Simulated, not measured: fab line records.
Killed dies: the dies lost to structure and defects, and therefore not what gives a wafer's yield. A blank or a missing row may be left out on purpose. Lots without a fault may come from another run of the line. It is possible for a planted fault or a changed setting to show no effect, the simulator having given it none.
Matching of chambers | flow n5-finfet | N5_BEOL_M10_ETCH_61 on rie-diel-04: 4 sister chambers
The step etches SiARC in CF4, target depth 39 nm, time 65 s. 4 wafers are shown with their chamber, then 9 later ones without.

## EACH WAFER AND ITS CHAMBER
wafer  | chamber | drypump-motor-current-A (A)
L093.1 | 1       | 6.4
L093.4 | 0       | 5.7
L093.5 | 2       | 4.9
L093.6 | 3       | 6.5

## WAFERS WITH NO CHAMBER GIVEN
wafer  | drypump-motor-current-A (A)
L094.2 | 6.3
L094.3 | 4.9
L094.4 | 5.7
L092.1 | 6.5
L092.4 | 5.8
L092.6 | 6.6
L095.2 | 4.9
L095.3 | 6.5
L095.5 | 6.5

## CHAMBER TAKEN BY EACH
wafer  | from the rows above     | in truth
L094.2 | can't be placed: 1 or 3 | 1
L094.3 | 2                       | 2
L094.4 | 0                       | 0
L092.1 | can't be placed: 3 or 1 | 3
L092.4 | 0                       | 0
L092.6 | can't be placed: 3 or 1 | 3
L095.2 | 2                       | 2
L095.3 | can't be placed: 3 or 1 | 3
L095.5 | can't be placed: 3 or 1 | 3
Correctly placed: 4 of 9. From these rows, 5 cannot be placed; in 5 the true chamber is one of the candidates. Wrongly placed: 0.
How it was worked out, from the rows above alone: a wafer's distance from a chamber is the root of the sum, over the readings, of the square of ((its reading less the chamber's mean) divided by the reading's scatter). The wafer belongs to the nearest chamber; if the next one is less than 2 further off, it can't be placed. For every chamber, the mean is computed from those of its wafers that are shown. The scatter (one wafer shown for each chamber): square how far every hidden wafer sits from the nearest shown wafer, average those squares and take the square root.
